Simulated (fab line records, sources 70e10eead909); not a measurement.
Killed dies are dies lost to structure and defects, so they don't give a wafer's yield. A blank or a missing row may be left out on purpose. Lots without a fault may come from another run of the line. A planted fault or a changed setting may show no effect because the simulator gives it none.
A struck lot beside a sound one | flow nand_harc | 14 steps out of a route of 1302
Sound: wafers L193.2, L193.5, L193.6. Struck: wafer L203.2. (L203.4 of the same lot was not struck and is left out.) The cause comes at the end.
At each step with rows: each side's tool, then ch and its chambers, then its first start. Under that, the readings that differ: sound wafers | struck wafers | difference of the means | sigmas: that difference in standard deviations of wafers without a fault.
alike: readings whose means differ by less than 2 such deviations, and words and numbers that are the same on both sides. not compared: withheld readings, readings that some wafer has no value for, bounds like >300 that may hide the same value, and numbers for which the record gives no deviation and whose values overlap.
The two part at a step that has a row with sigmas, a row that says differs or no value, or rows on one side only. Numbers that don't overlap but have no deviation are shown without sigmas and don't part them. A reading that every wafer of one side lacks parts them only if that side has two wafers or more.

first, 9 steps without rows for these wafers: NHARC_THIN_TSV_PVD_24 (deposits Al, target thk 800 nm); NHARC_THIN_TSV_DEHYDRATE_25 (time 120 s); NHARC_THIN_TSV_HMDS_26 (time 30 s); NHARC_THIN_TSV_COAT_27; NHARC_THIN_TSV_SOFTBAKE_28 (time 95 s); NHARC_THIN_TSV_EBR_29; NHARC_THIN_TSV_EXPOSE_30 (exposes mask PAD); NHARC_THIN_TSV_PEB_31 (peb time 85 s); NHARC_THIN_TSV_DEVELOP_32 (time 70 s).
NHARC_THIN_TSV_CD_MEAS_33: target cd 5000 nm.
  sound on cd_sem-02 ch 0, day 28 03:20; struck on cd_sem-02 ch 0, day 30 03:40
  alike: cd_nm
then, 1 step without rows for these wafers: NHARC_THIN_TSV_HARDBAKE_34 (time 80 s).
NHARC_THIN_TSV_DESCUM_35: chemistry O2, time 3 s.
  sound on rie_diel-03 ch 0,1, day 28 03:29; struck on rie_diel-01 ch 2, day 30 03:52
  alike: drypump_motor_current_A, mfc_ar_sccm, oes_product_au, rf_vpp_V, showerhead_plenum_p_Torr, throttle_valve_pct
  not compared: rf_hours_counter_h
NHARC_THIN_TSV_ETCH_59: etches the open film in Cl2/BCl3, target depth 880 nm, time 138.1 s.
  sound on rie_metal-03 ch 0,1, day 28 03:40; struck on rie_metal-02 ch 0, day 30 03:58
  reading               | sound             | struck | difference | sigmas
  oes_product_au (a.u.) | 0.999 0.990 1.004 | 0.945  | -0.053     | -5
  alike: drypump_motor_current_A, throttle_valve_pct
  not compared: rf_hours_counter_h
NHARC_THIN_TSV_ETCH_36: etches the open film in Cl2/BCl3, target depth 65 nm, time 18.571 s.
  sound on rie_metal-03 ch 0,1, day 28 03:53; struck on rie_metal-02 ch 0, day 30 04:13
  reading               | sound             | struck | difference | sigmas
  oes_product_au (a.u.) | 0.984 0.977 0.996 | 1.013  | +0.027     | +2
  alike: drypump_motor_current_A
  not compared: rf_hours_counter_h

WHERE THEY PART
First at NHARC_THIN_TSV_ETCH_59; last, within this record, at NHARC_THIN_TSV_ETCH_36.

WHY: what the simulator had put in
Process parameter drift: rie_metal-02, from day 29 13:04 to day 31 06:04, at NHARC_THIN_TSV_ETCH_59. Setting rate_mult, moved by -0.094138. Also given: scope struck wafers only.
